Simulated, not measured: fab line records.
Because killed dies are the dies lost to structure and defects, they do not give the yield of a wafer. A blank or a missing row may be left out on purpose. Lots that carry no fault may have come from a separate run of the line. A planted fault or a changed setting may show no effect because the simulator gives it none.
Chamber matching :: flow nandHarc :: NHARC_A_STAIRCASE_CMP_472 on cmp-02: 4 sister chambers
The step polishes SiO2. 8 wafers are shown with their chamber, then 7 later ones without.

WAFERS PAIRED WITH THEIR CHAMBERS
wafer: L645.6
chamber: 0
motorCurrentA (A): 11.6

wafer: L644.6
chamber: 0
motorCurrentA (A): 12.6

wafer: L648.4
chamber: 3
motorCurrentA (A): 14.1

wafer: L656.1
chamber: 2
motorCurrentA (A): 10.6

wafer: L656.4
chamber: 3
motorCurrentA (A): 13.9

wafer: L656.6
chamber: 1
motorCurrentA (A): 13.8

wafer: L657.2
chamber: 2
motorCurrentA (A): 10.4

wafer: L657.5
chamber: 1
motorCurrentA (A): 14.4

WAFERS WHOSE CHAMBER IS MISSING
wafer: L657.6
motorCurrentA (A): 11.5

wafer: L661.1
motorCurrentA (A): 14.1

wafer: L661.2
motorCurrentA (A): 13.8

wafer: L661.6
motorCurrentA (A): 14.5

wafer: L663.3
motorCurrentA (A): 11.9

wafer: L663.4
motorCurrentA (A): 14.6

wafer: L663.6
motorCurrentA (A): 10.8

CHAMBER TAKEN BY EACH
wafer: L657.6
from the rows above: can't be placed: 0 or 2
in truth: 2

wafer: L661.1
from the rows above: can't be placed: 1 or 3
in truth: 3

wafer: L661.2
from the rows above: can't be placed: 3 or 1
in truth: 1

wafer: L661.6
from the rows above: can't be placed: 1 or 3
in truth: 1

wafer: L663.3
from the rows above: 0
in truth: 0

wafer: L663.4
from the rows above: can't be placed: 1 or 3
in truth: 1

wafer: L663.6
from the rows above: 2
in truth: 2
Correctly placed: 2 of 7. Unplaceable from these rows: 5, with the true chamber sitting among the candidates in 5. 0 placed wrongly.
How it was worked out, from the rows above alone: a wafer's distance from a chamber is the root of the sum, over the readings, of the square of ((its reading less the chamber's mean) divided by the reading's scatter). If the next closest chamber is less than 2 further off than the closest, the wafer can't be placed; otherwise it belongs to the closest. Each chamber's mean is taken over the wafers shown for it. The scatter is the square root of a quotient: the sum, over the shown wafers, of each reading's squared deviation from its chamber's mean, divided by wafers minus chambers.
